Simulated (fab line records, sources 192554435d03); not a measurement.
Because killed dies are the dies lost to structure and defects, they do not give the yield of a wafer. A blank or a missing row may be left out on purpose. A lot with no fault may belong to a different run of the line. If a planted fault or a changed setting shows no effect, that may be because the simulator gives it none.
A lot that was struck, set against a sound lot    flow n5-finfet    27 steps out of a route of 1938
Sound: wafers L104.1, L104.5, L104.6. Wafers L115.1, L115.5, L115.6 were the ones struck. The cause is named last.
Order at every step that has rows: each side's tool, ch and its chambers, its first start. Under that, the readings that differ: sound wafers    struck wafers    difference of the means    sigmas: that difference in standard deviations of wafers without a fault.
alike: readings with means less than 2 such deviations apart, plus words and numbers identical on both sides. not compared: withheld readings, readings lacking a value on some wafer, bounds such as >300 that could conceal the same value, and numbers that have no deviation in the record and whose values overlap.
A row with sigmas, a row that says differs or no value, or rows on one side alone: a step with any of these is where the two part. Numbers that don't overlap but have no deviation are shown without sigmas and don't part them. Lack of a reading on every wafer of one side parts them only where that side has two or more wafers.

first, 8 steps without rows for these wafers: N5_BEOL_M2_CMP_52 (polishes, stops on SiOC, t overpolish 6.8 s, target thk 40 nm); N5_BEOL_M2_PRE_CLEAN_60 (time 15 s); N5_BEOL_M2_CO_CAP_55 (material Co, precursor CCTBA/H2, target thk 2 nm, time 102.1 s); N5_BEOL_M2_PRE_CLEAN_56 (time 15 s); N5_BEOL_M2_DEP_57 (deposits SiCN from 3MS/NH3, target thk 8 nm, time 14 s); N5_BEOL_M3_ILD_DEP_00 (deposits SiOC from DEMS/O2, target thk 79 nm, time 15.3 s); N5_BEOL_M3_PECVD_72 (deposits SiO2 from TEOS/O2, target thk 16 nm, time 18 s); N5_BEOL_M3_HM_DEP_02 (deposits TiN, target thk 20 nm).
N5_BEOL_M3_COAT_61: time 60 s, resist thk 60 nm.
  sound on litho-track-04 ch 0, day 8 18:48; struck on litho-track-04 ch 0, day 10 09:41
reading                                   sound                 struck                difference  sigmas
spin-speed-rpm (rpm)                      1498.9 1498.6 1499.2  1297.2 1297.6 1296.2  -201.9      -99 or more
model.SOC_of_BEOL_M3_COAT_61.thk-nm (nm)  60.4 60.4 60.4        64.4 64.4 64.4        +4.0        
then, 11 steps without rows for these wafers: N5_BEOL_M3_COAT_62 (time 60 s, resist thk 12 nm); N5_BEOL_M3_COAT_73 (time 60 s, resist thk 5 nm); N5_BEOL_M3_COAT_05 (resist thk 30 nm); N5_BEOL_M3_EBR_07; N5_BEOL_M3_SOFTBAKE_06 (time 60 s); N5_BEOL_M3_EXPOSE_08 (exposes mask M3); N5_BEOL_M3_PEB_09 (peb time 60 s); N5_BEOL_M3_DEVELOP_10 (develop time 30 s); N5_BEOL_M3_DESCUM_16 (chemistry O2, time 7 s); N5_BEOL_M3_ETCH_74 (etches underlayer in N2/H2, target depth 6.5 nm, time 5.2 s); N5_BEOL_M3_ETCH_63 (etches SiARC in CF4, target depth 15.6 nm, time 26 s).
N5_BEOL_M3_ETCH_64: etches SOC in N2/H2, target depth 75 nm, overetch 15 nm, time 112.5 s.
  sound on rie-diel-02 ch 0,1,2, day 8 19:49; struck on rie-diel-02 ch 0,2,3, day 10 10:19
reading                   sound             struck             difference  sigmas
model.etch.depth-nm (nm)  60.49 60.5 60.31  64.37 64.44 64.43  +3.98       
  alike: drypump-motor-current-A, n2-flow-sccm, oes-product-au, rf-vpp-V, showerhead-plenum-p-Torr, throttle-valve-pct
  not compared: rf-hours-counter-h
then, 3 steps without rows for these wafers: N5_BEOL_M3_STRIP_65 (strips in N2/H2); N5_BEOL_M3_STRIP_75 (strips in N2/H2); N5_BEOL_M3_STRIP_66 (strips in CF4).
N5_BEOL_M3_HM_OPEN_17: chemistry Cl2/BCl3, target TiN, target depth 20 nm, overetch 6 nm.
  sound on rie-metal-03 ch 0,1, day 8 19:59; struck on rie-metal-02 ch 0,1, day 10 10:33
reading                                   sound         struck          difference  sigmas
model.SOC_of_BEOL_M3_COAT_61.thk-nm (nm)  52.6 52 52.4  56.2 56.2 56.8  +4.1        
  alike: drypump-motor-current-A, oes_ar_750_au, oes-product-au, throttle-valve-pct
  not compared: rf-hours-counter-h
then, 1 step without rows for these wafers: N5_BEOL_M3_STRIP_19 (strips in O2).
-- the record jumps here: 3 days lie between the struck wafers' starts before and after (it left off in module BEOL_M3 and takes up again in module BEOL_M4, whose first step shown is number 1111 of the route) --
N5_BEOL_M4_RC_MEAS_101:
  sound on prober-01 ch 0, day 12 07:42; struck on prober-02 ch 0, day 13 09:08
  alike: DIBL_N, DIBL_P, IOFF_N, IOFF_P, ION_N, ION_P, SS_N, SS_P, VT_N, VT_P

== WHERE THEY PART ==
Only at N5_BEOL_M3_COAT_61, as far as this record shows. Later steps at which nothing parts them and some readings are alike: N5_BEOL_M3_ETCH_64, N5_BEOL_M3_HM_OPEN_17, N5_BEOL_M4_RC_MEAS_101.

WHY: the cause the simulator had injected
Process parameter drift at N5_BEOL_M3_COAT_61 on litho-track-04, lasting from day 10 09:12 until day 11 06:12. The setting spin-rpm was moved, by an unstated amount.
